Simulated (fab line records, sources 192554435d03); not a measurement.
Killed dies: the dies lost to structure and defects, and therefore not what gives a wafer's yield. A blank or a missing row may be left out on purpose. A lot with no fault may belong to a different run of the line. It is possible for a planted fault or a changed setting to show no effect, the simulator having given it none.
Chamber matching ; flow n5Finfet ; 4 sister chambers for N5_ILD0_LINER_00 on aldSin-01
The step material SiNx, target thk 4 nm, pulse time 1 s, purge time 2 s. 8 wafers are shown with their chamber, then 10 later ones without.

== EACH WAFER AND ITS CHAMBER ==
wafer;chamber;heaterPowerW (W);precursorPulseHeightRel
L076.5;2;771;0.989
L082.1;2;772;0.992
L084.2;0;1088;1.004
L084.3;1;823;0.976
L090.1;0;1091;0.986
L090.5;3;830;1.028
L091.2;1;825;0.949
L091.4;3;840;1.028

== WAFERS WITH NO CHAMBER GIVEN ==
wafer;heaterPowerW (W);precursorPulseHeightRel
L091.6;1140;1.000
L092.2;766;0.987
L092.4;853;1.007
L092.6;1150;1.002
L093.2;825;0.982
L093.3;1091;1.013
L093.5;777;1.048
L097.3;846;1.022
L097.5;862;0.996
L097.6;1086;1.032

== WHICH CHAMBER EACH ONE RAN IN ==
wafer;from the rows above;in truth
L091.6;0;0
L092.2;2;2
L092.4;3;3
L092.6;0;0
L093.2;1;1
L093.3;0;0
L093.5;2;2
L097.3;3;3
L097.5;3;3
L097.6;0;0
Correct placement for 10 of the 10. Left unplaced by these rows: 0. Wrongly placed: 0.
How it was worked out, from the rows above alone: a wafer's distance from a chamber is the root of the sum, over the readings, of the square of ((its reading less the chamber's mean) divided by the reading's scatter). If the next closest chamber is less than 2 further off than the closest, the wafer can't be placed; otherwise it belongs to the closest. The mean given for a chamber averages the wafers shown for that chamber. The scatter: take each reading less its chamber's mean, square it, sum over the shown wafers, divide by the number of wafers less the number of chambers, and take the root.
